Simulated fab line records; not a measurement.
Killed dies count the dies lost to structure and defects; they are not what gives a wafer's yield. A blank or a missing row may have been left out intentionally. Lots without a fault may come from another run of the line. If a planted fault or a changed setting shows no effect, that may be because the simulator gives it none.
A struck lot beside a sound one + flow n5Finfet + 16 steps out of a route of 1938
Sound: wafers L962.1, L962.3, L962.5. Struck: wafer L969.1; the same lot's L969.3 was not struck, so it is left out; see the end for the cause.
Per side, at each step with rows, come the tool, then ch with its chambers, and then its first start. Under that, the readings that differ: sound wafers + struck wafers + difference of the means + sigmas: that difference in standard deviations of wafers without a fault.
alike: a reading whose means differ by less than 2 such deviations, as well as words and numbers matching on both sides. not compared: withheld readings; readings where some wafer has no value; bounds like >300 that might hide an equal value; numbers whose values overlap and for which the record gives no deviation.
Wherever a step has rows on one side only, a row that says differs or no value, or a row with sigmas, the two part there. When numbers do not overlap yet have no deviation, they are printed without sigmas and do not part them. A reading that every wafer of one side lacks parts them only if that side has two wafers or more.

first, 1 step without rows for these wafers: N5_BEOL_M1_DEVELOP_27 (develop time 30 s).
N5_BEOL_M1_CD_MEAS_28: target cd y 23.3 nm.
  sound on cdSem-02 ch 0, day 9 05:37; struck on cdSem-02 ch 0, day 11 02:30
  alike: cdNm
N5_BEOL_M1_OVL_MEAS_29:
  sound on overlay-02 ch 0, day 9 05:39; struck on overlay-01 ch 0, day 11 02:32
  alike: V0_OVL
N5_BEOL_M1_INSPECT_30: inspects for defects (brightfield).
  sound on defectInspect-02 at day 9 05:43; struck on defectInspect-01 at day 11 02:35
| reading        | sound       | struck | difference | sigmas |
|----------------|-------------|--------|------------|--------|
| rawDefectCount | 496 558 457 | 277    | -227       | -2     |
N5_BEOL_M1_DESCUM_33: chemistry O2, time 7 s.
  sound on rieDiel-01 ch 0,1, day 9 05:55; struck on rieDiel-01 ch 3, day 11 02:43
| reading                  | sound       | struck | difference | sigmas |
|--------------------------|-------------|--------|------------|--------|
| drypumpMotorCurrentA (A) | 5.5 5.8 5.8 | 4.7    | -1.0       | -2     |
  alike: oesProductAu, rfFwdPowerW, rfVppV, showerheadPlenumPTorr, throttleValvePct
  not compared: rfHoursCounterH
N5_BEOL_M1_ETCH_77: etches underlayer in N2/H2, target depth 6.5 nm, time 5.2 s.
  sound on rieDiel-01 ch 0,1, day 9 05:58; struck on rieDiel-01 ch 3, day 11 02:45
| reading                  | sound       | struck | difference | sigmas |
|--------------------------|-------------|--------|------------|--------|
| drypumpMotorCurrentA (A) | 5.5 5.8 5.8 | 4.7    | -1.0       | -2     |
  alike: etchRfOnTimeS, oesProductAu, rfFwdPowerW, rfVppV, showerheadPlenumPTorr, throttleValvePct
  not compared: rfHoursCounterH
N5_BEOL_M1_ETCH_69: etches SiARC in CF4, target depth 15.6 nm, time 26 s.
  sound on rieDiel-01 ch 0,1, day 9 05:58; struck on rieDiel-01 ch 3, day 11 02:46
| reading                  | sound       | struck | difference | sigmas |
|--------------------------|-------------|--------|------------|--------|
| drypumpMotorCurrentA (A) | 5.5 5.8 5.8 | 4.7    | -1.0       | -2     |
  alike: cf4FlowSccm, etchRfOnTimeS, oesProductAu, rfFwdPowerW, rfVppV, showerheadPlenumPTorr, throttleValvePct
  not compared: rfHoursCounterH
N5_BEOL_M1_ALD_98: deposits SiO2, target thk 2.5 nm, pulse time 1 s, co reactant pulse time 1 s.
  sound on aldSin-02 ch 0,1, day 9 06:04; struck on aldSin-03 ch 3, day 11 05:01
| reading            | sound              | struck | difference | sigmas |
|--------------------|--------------------|--------|------------|--------|
| susceptorTempC (C) | 99.88 100.16 99.94 | 100.28 | +0.29      | +2     |
  alike: heaterPowerW, precursorPulseHeightRel
N5_BEOL_M1_ETCHBACK_99: etches SiO2 in CHF3, target depth 5 nm, time 10.4 s.
  sound on rieDiel-01 ch 1,2,3, day 9 16:55; struck on rieDiel-01 ch 3, day 11 14:08
  alike: drypumpMotorCurrentA, oesProductAu, rfFwdPowerW, rfVppV, showerheadPlenumPTorr, throttleValvePct
  not compared: rfHoursCounterH
then, 3 steps without rows for these wafers: N5_BEOL_M1_ETCH_70 (etches SOC in N2/H2, target depth 80 nm, overetch 16 nm, time 120 s); N5_BEOL_M1_STRIP_71 (strips in N2/H2); N5_BEOL_M1_STRIP_78 (strips in N2/H2).
N5_BEOL_M1_VIA_ETCH_34: etches the open film in C4F6/O2, target depth 67.8 nm, time 64.4 s.
  sound on rieDiel-01 ch 1,2,3, day 9 17:02; struck on rieDiel-01 ch 3, day 11 14:16
| reading                                 | sound             | struck | difference | sigmas |
|-----------------------------------------|-------------------|--------|------------|--------|
| runLengthS (s)                          | 87.8 88.2 87.2    | 112.2  | +24.5      | +54    |
| model.etch.depthNm (nm)                 | 67.18 65.96 67.57 | 92.28  | +25.38     |        |
| model.SOC_of_BEOL_M1_COAT_67.thkNm (nm) | 52.6 52.6 52.4    | 49.6   | -2.9       |        |
| model.BEOL_M1.cdNm (nm)                 | 18 18 18          | 18.2   | +0.2       |        |
  alike: drypumpMotorCurrentA, oesProductAu, rfFwdPowerW, rfVppV, showerheadPlenumPTorr, throttleValvePct
  not compared: rfHoursCounterH
then, 1 step without rows for these wafers: N5_BEOL_M1_STRIP_83 (strips in C4F6/O2).
-- the record jumps here: 4 days lie between the struck wafers' starts before and after (it left off in module BEOL_M1 and takes up again in module BEOL_M4, whose first step shown is number 1111 of the route) --
N5_BEOL_M4_RC_MEAS_101:
  sound on prober-02 ch 0, day 12 23:48; struck on prober-01 ch 0, day 15 02:38
| reading       | sound                | struck | difference | sigmas |
|---------------|----------------------|--------|------------|--------|
| DIBL_P (mV/V) | 34.7 36.9 36.3       | 38.8   | +2.8       | +2     |
| ION_N (uA/um) | 682 694 692          | 667    | -22        | -2     |
| ION_P (uA/um) | 470 476 474          | 454    | -19        | -3     |
| VT_P (mV)     | -244.4 -246.3 -246.1 | -251.8 | -6.2       | -2     |
  alike: DIBL_N, IOFF_N, IOFF_P, SS_N, SS_P, VT_N
N5_PASSIVATION_PROBE_49:
  the record holds rows for the sound wafers here (prober-02, day 17 09:55) but none for the struck ones

## WHERE THEY PART
Earliest at N5_BEOL_M1_INSPECT_30; latest, in this record, at N5_PASSIVATION_PROBE_49.

WHY: whatever the simulator had introduced
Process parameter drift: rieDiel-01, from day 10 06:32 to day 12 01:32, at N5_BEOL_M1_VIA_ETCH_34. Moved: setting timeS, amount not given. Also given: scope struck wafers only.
